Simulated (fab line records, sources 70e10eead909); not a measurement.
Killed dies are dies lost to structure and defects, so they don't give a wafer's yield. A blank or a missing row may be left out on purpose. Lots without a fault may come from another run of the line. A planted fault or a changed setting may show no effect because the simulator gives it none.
Chamber matching | flow nand_harc | NHARC_P_M0_DESCUM_14 on rie_diel-05: 4 sister chambers
The step chemistry O2, time 3 s. 20 wafers are shown with their chamber, then 10 later ones without.

WAFERS WITH THEIR CHAMBER
wafer  | chamber | showerhead_plenum_p_Torr (Torr) | rf_vpp_V (V) | oes_product_au (a.u.)
L161.1 | 0       | 1.89                            | 58.0         | 1.015
L161.4 | 1       | 2.03                            | 58.3         | 1.012
L161.6 | 0       | 1.89                            | 57.4         | 1.000
L163.1 | 0       | 1.89                            | 57.3         | 1.011
L163.2 | 2       | 1.93                            | 58.0         | 0.984
L163.5 | 0       | 1.89                            | 57.1         | 1.002
L164.2 | 2       | 1.92                            | 58.0         | 0.985
L164.3 | 1       | 2.03                            | 57.9         | 1.007
L164.6 | 1       | 2.03                            | 56.5         | 1.002
L165.1 | 2       | 1.92                            | 58.4         | 0.985
L165.4 | 1       | 2.03                            | 57.6         | 1.019
L165.6 | 2       | 1.92                            | 57.5         | 0.999
L174.2 | 0       | 1.89                            | 57.8         | 0.998
L174.3 | 2       | 1.92                            | 58.0         | 0.983
L174.4 | 0       | 1.88                            | 56.8         | 0.991
L175.3 | 1       | 2.02                            | 58.0         | 1.014
L175.4 | 2       | 1.92                            | 58.5         | 0.991
L175.5 | 2       | 1.92                            | 58.4         | 0.991
L177.1 | 3       | 1.85                            | 56.3         | 0.995
L177.4 | 0       | 1.88                            | 58.2         | 0.993

SIGNATURES (means of the wafers above)
reading                  | chamber 0 | chamber 1 | chamber 2 | chamber 3 | scatter within a chamber
showerhead_plenum_p_Torr | 1.8871    | 2.0280    | 1.9214    | 1.8500    | 0.00439
rf_vpp_V                 | 57.514    | 57.660    | 58.114    | 56.300    | 0.512
oes_product_au           | 1.00143   | 1.01080   | 0.98829   | 0.99500   | 0.00724
Rule: a wafer's distance from a chamber is the root of the sum, over the readings, of the square of ((its reading less the chamber's mean) divided by the reading's scatter). The wafer belongs to the nearest chamber; if the next one is less than 2 further off, it can't be placed. The scatter: the root of (the sum of the squares of (reading less its chamber's mean) over the shown wafers, divided by (wafers less chambers)).

WAFERS WITHOUT THEIR CHAMBER
wafer  | showerhead_plenum_p_Torr (Torr) | rf_vpp_V (V) | oes_product_au (a.u.)
L177.5 | 2.02                            | 58.5         | 1.024
L179.2 | 1.85                            | 58.7         | 1.003
L179.3 | 1.88                            | 57.2         | 0.997
L179.5 | 2.02                            | 58.5         | 1.009
L180.3 | 1.85                            | 57.8         | 0.986
L180.4 | 1.88                            | 57.5         | 0.993
L180.5 | 2.02                            | 58.0         | 1.010
L182.2 | 1.85                            | 57.5         | 0.992
L182.4 | 1.92                            | 59.2         | 0.985
L182.6 | 1.88                            | 57.7         | 0.995

WHICH CHAMBER EACH WENT THROUGH
wafer  | from the rows above | in truth
L177.5 | 1                   | 1
L179.2 | 3                   | 3
L179.3 | 0                   | 0
L179.5 | 1                   | 1
L180.3 | 3                   | 3
L180.4 | 0                   | 0
L180.5 | 1                   | 1
L182.2 | 3                   | 3
L182.4 | 2                   | 2
L182.6 | 0                   | 0
Placed correctly: 10 of 10. Can't be placed from these rows: 0. Placed wrongly: 0.
